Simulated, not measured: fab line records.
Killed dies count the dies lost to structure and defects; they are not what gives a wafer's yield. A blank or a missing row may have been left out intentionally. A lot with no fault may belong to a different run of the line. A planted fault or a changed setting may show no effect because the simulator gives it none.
Which tool did it? -- flow n5 finfet -- 10 lots, 30 wafers sampled, at 4 steps of a route of 1938

WHAT EACH GAUGE READ, for each wafer
N5_BEOL_M11_INSPECT_58: inspects for defects (darkfield).
lot,measured,on,raw defect count
L075,day 10 16:38,defect inspect-02,52 84 99
L078,day 11 13:47,defect inspect-01,69 39 76
L080,day 12 01:49,defect inspect-02,72 55 53
L082,day 13 00:38,defect inspect-01,56 68 75
L084,day 13 14:31,defect inspect-02,65 64 88
L085,day 13 23:10,defect inspect-01,59 51 45
L090,day 14 19:30,defect inspect-01,61 104 42
L092,day 15 10:25,defect inspect-01,95 86 87
L093,day 15 21:55,defect inspect-02,96 45 71
L097,day 16 08:52,defect inspect-01,57 61 85

WHICH TOOL RAN EACH LOT (tool, then ch and the chambers of the sampled wafers, then the start)
lot,N5_BEOL_M10_STRIP_77,N5_BEOL_M11_DESCUM_33,N5_BEOL_M11_STRIP_77
L075,"rie diel-03 ch 1,2, day 10 13:17 or earlier","rie diel-02 ch 0,3, day 10 13:17","rie diel-02 ch 0,3, day 10 16:38 or earlier"
L078,"rie diel-03 ch 0,1, day 11 10:58 or earlier","rie diel-05 ch 0,1,3, day 11 10:58","rie diel-05 ch 0,1,3, day 11 13:47 or earlier"
L080,"rie diel-04 ch 1,3, day 11 23:02 or earlier","rie diel-01 ch 1,2,3, day 11 23:02","rie diel-01 ch 1,2,3, day 12 01:49 or earlier"
L082,"rie diel-04 ch 1,3, day 12 21:23 or earlier","rie diel-02 ch 1,2, day 12 21:23","rie diel-02 ch 1,2, day 13 00:38 or earlier"
L084,"rie diel-04 ch 0,2,3, day 13 11:26 or earlier","rie diel-05 ch 0,1,2, day 13 11:26","rie diel-05 ch 0,1,2, day 13 14:31 or earlier"
L085,"rie diel-03 ch 0,1,2, day 13 20:04 or earlier","rie diel-01 ch 1,2,3, day 13 20:04","rie diel-01 ch 1,2,3, day 13 23:10 or earlier"
L090,"rie diel-04 ch 1,2,3, day 14 16:14 or earlier","rie diel-02 ch 0,1,2, day 14 16:14","rie diel-02 ch 0,1,2, day 14 19:30 or earlier"
L092,"rie diel-06 ch 0,1, day 15 07:17 or earlier","rie diel-02 ch 0,2,3, day 15 07:17","rie diel-02 ch 0,2,3, day 15 10:25 or earlier"
L093,"rie diel-03 ch 1,2,3, day 15 18:41 or earlier","rie diel-02 ch 0,1, day 15 18:41","rie diel-02 ch 0,1, day 15 21:55 or earlier"
L097,"rie diel-06 ch 0,1,3, day 16 03:43 or earlier","rie diel-01 ch 0,2, day 16 03:43","rie diel-01 ch 0,2, day 16 08:52 or earlier"
- N5_BEOL_M10_STRIP_77: strips in N2/H2, time 10 s.
- N5_BEOL_M11_DESCUM_33: chemistry O2, time 7.9 s.
- N5_BEOL_M11_STRIP_77: strips in N2/H2, time 10 s.

THE ANSWER, worked out from the rows above alone
Rule: what is usual is taken from the lots themselves. Put in order of their means at a reading, lots are off if they are a third of the lots or fewer, leave a main group of 4 or more, and stand apart from it by a gap of 3 or more times the standard deviation of the main group's means; of several such gaps the widest counts. The tables above print the reading to a certain number of digits; a main group whose means all agree to those digits is not used. A lot without any number at a reading at which 4 lots or more have one is off too. The other lots that the step has rows for count as sound.
No lot is off on any of the readings shown, so nothing can be concluded from this.

WHAT THE SIMULATOR HAD PUT IN
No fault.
